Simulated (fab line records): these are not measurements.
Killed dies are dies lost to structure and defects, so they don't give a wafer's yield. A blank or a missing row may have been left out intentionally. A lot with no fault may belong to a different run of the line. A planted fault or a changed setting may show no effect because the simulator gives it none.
Which tool did it?	flow nand-harc	33 wafers from 11 lots sampled at 5 of the route's 1159 steps

## WHAT EACH GAUGE READ, for each wafer
NHARC_END_SORT_01. Usual: defect-limited-yield 95.5 %, standard deviation 1.3; killed-at-array 27, standard deviation 8.8; killed-at-other 0.4, standard deviation 0.82; killed-at-periphery 3.1, standard deviation 2.1; killed-dies 31, standard deviation 8.8; killed-open 3.3, standard deviation 2; killed-short 2.0, standard deviation 1.4; sort_bin_2_pct 1.3 %, standard deviation 0.56; sort_bin_3_pct 0.25 %, standard deviation 0.21; sort_bin_4_pct 2.9 %, standard deviation 0.89; sort-n-pass 646, standard deviation 8.8; sort-rim-yield-pct 95.8 %, standard deviation 2.7; sort-yield-pct 95.5 %, standard deviation 1.3.
lot	measured	on	defect-limited-yield (%)	killed-at-array	killed-at-other	killed-at-periphery	killed-dies	killed-open	killed-short	sort_bin_2_pct (%)	sort_bin_3_pct (%)	sort_bin_4_pct (%)	sort-n-pass	sort-rim-yield-pct (%)	sort-yield-pct (%)	flag
L748	day 20 03:44	prober-01	95.7 97.2 96.8	29 18 21	0 0 0	0 1 1	29 19 22	5 5 2	3 0 1	1.0 0.9 0.7	0 0 0	3.2 1.9 2.5	648 658 655	97.2 97.2 95.3	95.7 97.2 96.8	
L750	day 19 22:36	prober-02	94.7 93.5 93.4	33 40 40	0 1 0	3 3 5	36 44 45	3 5 4	4 3 3	1.9 3.1 1.2	0.30 0.44 0.30	3.1 3.0 5.2	641 633 632	96.2 97.2 94.3	94.7 93.5 93.4	
L749	day 20 10:46	prober-01	96.8 97.0 97.0	18 15 18	0 1 0	4 4 2	22 20 20	1 2 2	4 1 4	0.9 0.6 0.6	0.15 0.15 0.30	2.2 2.2 2.1	655 657 657	92.5 98.1 93.4	96.8 97.0 97.0	
L754	day 20 21:58	prober-02	94.8 95.4 94.8	33 25 32	0 0 0	2 6 3	35 31 35	6 4 6	1 3 1	1.6 1.0 1.6	0.15 0.15 0	3.4 3.4 3.5	642 646 642	97.2 97.2 99.1	94.8 95.4 94.8	
L755	day 21 03:21	prober-02	93.9 96.0 96.3	37 26 22	0 0 0	4 1 3	41 27 25	5 2 1	5 2 3	1.3 1.2 1.3	0.74 0.44 0.44	4.0 2.4 1.9	636 650 652	98.1 99.1 97.2	93.9 96.0 96.3	
L758	day 21 12:00	prober-02	93.4 95.0 93.6	37 27 36	1 1 0	7 6 7	45 34 43	7 3 2	2 0 2	1.8 0.9 1.8	0.30 0.44 0.44	4.6 3.7 4.1	632 643 634	94.3 96.2 92.5	93.4 95.0 93.6	
L759	day 22 13:04	prober-02	97.9 97.0 96.6	9 18 19	0 0 0	5 2 4	14 20 23	2 2 10	3 0 1	0.6 0.3 0.7	0 0.44 0	1.5 2.2 2.7	663 657 654	97.2 96.2 94.3	97.9 97.0 96.6	
L761	day 22 01:23	prober-02	95.4 96.0 95.3	24 23 23	3 2 5	4 2 4	31 27 32	2 7 3	0 1 5	1.3 1.3 2.7	0 0.15 0.30	3.2 2.5 1.8	646 650 645	93.4 93.4 95.3	95.4 96.0 95.3	OFF
L765	day 23 18:00	prober-02	95.4 96.2 95.9	26 24 27	0 0 0	5 2 1	31 26 28	8 5 6	0 1 1	1.5 1.2 1.2	0.30 0.15 0.30	2.8 2.5 2.7	646 651 649	95.3 95.3 92.5	95.4 96.2 95.9	
L769	day 24 09:41	prober-01	94.7 0 94.7	33 25 35	0 0 0	3 652 1	36 677 36	2 2 1	0 2 2	2.1 96.5 1.8	0.30 0.15 0.30	3.0 3.4 3.2	641 0 641	99.1 0 99.1	94.7 0 94.7	OFF
L770	day 24 18:07	prober-02	0 93.4 92.6	53 41 49	0 0 0	624 4 1	677 45 50	2 7 6	0 1 2	94.4 1.6 2.2	0.15 0.89 0.30	5.5 4.1 4.9	0 632 627	0 94.3 93.4	0 93.4 92.6	OFF

## TOOL THAT RAN EACH LOT (tool first, then ch and the chambers of the sampled wafers, then the start)
lot	NHARC_P_M2_PVD_21	NHARC_A_M1_ETCH_28	NHARC_A_M1_PRE_CLEAN_30	NHARC_A_BONDPAD_ANNEAL_28
L748	pvd-sputter-03, day 6 08:53	rie-diel-12 ch 0,1,2, day 18 15:39 or earlier	pvd-sputter-01, day 18 15:39 or earlier	rtp-anneal-01 ch 0, day 18 15:39
L750	pvd-sputter-01, day 6 11:34	rie-diel-06 ch 2,3, day 18 13:43 or earlier	pvd-sputter-01, day 18 13:43 or earlier	rtp-anneal-01 ch 0, day 18 13:43
L749	pvd-sputter-03, day 6 16:15	rie-diel-07 ch 0,1,3, day 18 19:08 or earlier	pvd-sputter-02, day 18 19:08 or earlier	rtp-anneal-01 ch 0, day 18 19:08
L754	pvd-sputter-03, day 7 16:14	rie-diel-06 ch 0,1, day 19 11:02 or earlier	pvd-sputter-01, day 19 11:02 or earlier	rtp-anneal-01 ch 0, day 19 11:02
L755	pvd-sputter-03, day 8 01:36	rie-diel-06 ch 0,2, day 19 20:39 or earlier	pvd-sputter-01, day 19 20:39 or earlier	rtp-anneal-02 ch 0, day 19 20:39
L758	pvd-sputter-01, day 8 15:36	rie-diel-06 ch 1,2,3, day 20 08:01 or earlier	pvd-sputter-02, day 20 08:01 or earlier	rtp-anneal-01 ch 0, day 20 08:01
L759	pvd-sputter-01, day 8 22:50	rie-diel-12 ch 0,2, day 21 06:14 or earlier	pvd-sputter-03, day 21 06:14 or earlier	rtp-anneal-02 ch 0, day 21 06:14
L761	pvd-sputter-01, day 9 11:40	rie-diel-07 ch 1,2, day 20 19:58 or earlier	pvd-sputter-01, day 20 19:58 or earlier	rtp-anneal-01 ch 0, day 20 19:58
L765	pvd-sputter-03, day 10 14:08	rie-diel-07 ch 0,3, day 22 15:13 or earlier	pvd-sputter-03, day 22 15:13 or earlier	rtp-anneal-02 ch 0, day 22 15:13
L769	pvd-sputter-03, day 11 12:02	rie-diel-06 ch 1,2, day 22 20:37 or earlier	pvd-sputter-03, day 22 20:37 or earlier	rtp-anneal-01 ch 0, day 22 20:37
L770	pvd-sputter-03, day 11 16:48	rie-diel-06 ch 1, day 23 09:07 or earlier	pvd-sputter-01, day 23 09:07 or earlier	rtp-anneal-02 ch 0, day 23 09:07
- NHARC_P_M2_PVD_21: deposits Cu, target thk 30 nm, time 20.49 s.
- NHARC_A_M1_ETCH_28: etches the open film in CF4/N2, target depth 30 nm, time 72.99 s.
- NHARC_A_M1_PRE_CLEAN_30: time 30 s.
- NHARC_A_BONDPAD_ANNEAL_28: time 90 s.

## AS READ BY THE TOOLS THEMSELVES (means over the sampled wafers that have a number; for cases with no such wafer, the mark the record gives instead)
NHARC_P_M2_PVD_21. Usual: cathode-dc-power-W 5000.1 W, standard deviation 0.92; throttle-valve-pct 30.2 %, standard deviation 0.65.
lot	tool	cathode-dc-power-W (W)	throttle-valve-pct (%)	flag
L748	pvd-sputter-03	5000.4	30.1	
L750	pvd-sputter-01	5000.5	30.5	
L749	pvd-sputter-03	5000.4	30.1	
L754	pvd-sputter-03	5001.5	30.1	
L755	pvd-sputter-03	4999.5	29.9	
L758	pvd-sputter-01	4999.2	30.4	
L759	pvd-sputter-01	5000.3	30.2	
L761	pvd-sputter-01	4999.3	30.4	
L765	pvd-sputter-03	5000.6	30.1	
L769	pvd-sputter-03	4999.6	30.3	
L770	pvd-sputter-03	4998.7	30.2	

NHARC_A_M1_ETCH_28. Usual: chamber-pressure-mTorr is 30.002 mTorr with standard deviation 0.028, drypump-motor-current-A is 5.8 A with standard deviation 0.48, n2-flow-sccm is 100.05 sccm with standard deviation 0.29, oes-product-au is 0.993 a.u. with standard deviation 0.01, rf-vpp-V is 313.3 V with standard deviation 1.9, showerhead-plenum-p-Torr is 2.58 Torr with standard deviation 0.1, and throttle-valve-pct is 19.793 % with standard deviation 0.0083.
lot	tool	chamber-pressure-mTorr (mTorr)	drypump-motor-current-A (A)	n2-flow-sccm (sccm)	oes-product-au (a.u.)	rf-vpp-V (V)	showerhead-plenum-p-Torr (Torr)	throttle-valve-pct (%)	flag
L748	rie-diel-12	29.991	5.8	100.14	0.998	311.4	2.48	19.799	
L750	rie-diel-06	30.014	5.3	100.04	0.999	313.8	2.64	19.787	
L749	rie-diel-07	30.007	6.0	100.05	0.991	311.0	2.49	19.799	
L754	rie-diel-06	30.014	6.3	100.10	0.999	314.6	2.63	19.791	
L755	rie-diel-06	29.974	5.8	100.09	0.996	313.5	2.58	19.799	
L758	rie-diel-06	30.016	5.5	100.19	0.991	315.4	2.65	19.801	
L759	rie-diel-12	30.012	5.8	100.14	0.989	312.4	2.51	19.797	
L761	rie-diel-07	30.014	6.3	100.20	0.985	314.1	2.58	19.795	
L765	rie-diel-07	29.989	5.7	100.02	0.995	311.1	2.48	19.791	
L769	rie-diel-06	30.010	5.5	100.34	0.994	313.4	2.63	19.797	
L770	rie-diel-06	30.003	6.2	99.79	0.996	315.6	2.72	19.797	

NHARC_A_M1_PRE_CLEAN_30. Usual: heater-power-w 422 W, standard deviation 50.
lot	tool	heater-power-w (W)	flag
L748	pvd-sputter-01	424	
L750	pvd-sputter-01	459	
L749	pvd-sputter-02	415	
L754	pvd-sputter-01	381	
L755	pvd-sputter-01	432	
L758	pvd-sputter-02	424	
L759	pvd-sputter-03	428	
L761	pvd-sputter-01	369	
L765	pvd-sputter-03	425	
L769	pvd-sputter-03	428	
L770	pvd-sputter-01	468	

NHARC_A_BONDPAD_ANNEAL_28. Usual: anneal-temp-c-max 226.0, standard deviation 0.31; wafer_temp_C_max 226.33, standard deviation 0.28.
lot	tool	anneal-temp-c-max	wafer_temp_C_max	flag
L748	rtp-anneal-01	226.5	226.25	
L750	rtp-anneal-01	226.3	226.32	
L749	rtp-anneal-01	226.3	226.48	
L754	rtp-anneal-01	226.2	226.26	
L755	rtp-anneal-02	225.9	226.26	
L758	rtp-anneal-01	226.1	226.26	
L759	rtp-anneal-02	225.9	226.40	
L761	rtp-anneal-01	226.2	226.22	
L765	rtp-anneal-02	225.9	226.62	
L769	rtp-anneal-01	226.2	226.32	
L770	rtp-anneal-02	225.9	226.28	

## THE ANSWER, worked out from the rows above alone
Rule: a lot counts as off when the mean over its wafers that have a number is more than 3 standard deviations away from the usual mean. A lot without any number at a reading at which 4 lots or more have one is off too. All remaining lots with rows at the step are treated as sound. After the gauges, taken in route order, come the tools' own readings; for these a lot's mean is taken, as printed above. The first step at which some lot is off is used, and at that step the reading that is off furthest; a lot without a number counts as furthest.
Off: L769, L770, at NHARC_END_SORT_01 (killed-at-periphery).
A tool fits if, at a process step before that reading, it ran every lot that is off, and no sound lot after the first of them. Gauges at NHARC_END_SORT_01: tried the same way as those tools. Because NHARC_A_M1_ETCH_28 lacks a start for some lots, the hours and order of its lots are taken from NHARC_A_BONDPAD_ANNEAL_28. Because NHARC_A_M1_PRE_CLEAN_30 lacks a start for some lots, the hours and order of its lots are taken from NHARC_A_BONDPAD_ANNEAL_28. Undecided on this evidence; 2 tools fit (pvd-sputter-03 at NHARC_P_M2_PVD_21, rie-diel-06 at NHARC_A_M1_ETCH_28).

## WHAT THE SIMULATOR HAD PUT IN
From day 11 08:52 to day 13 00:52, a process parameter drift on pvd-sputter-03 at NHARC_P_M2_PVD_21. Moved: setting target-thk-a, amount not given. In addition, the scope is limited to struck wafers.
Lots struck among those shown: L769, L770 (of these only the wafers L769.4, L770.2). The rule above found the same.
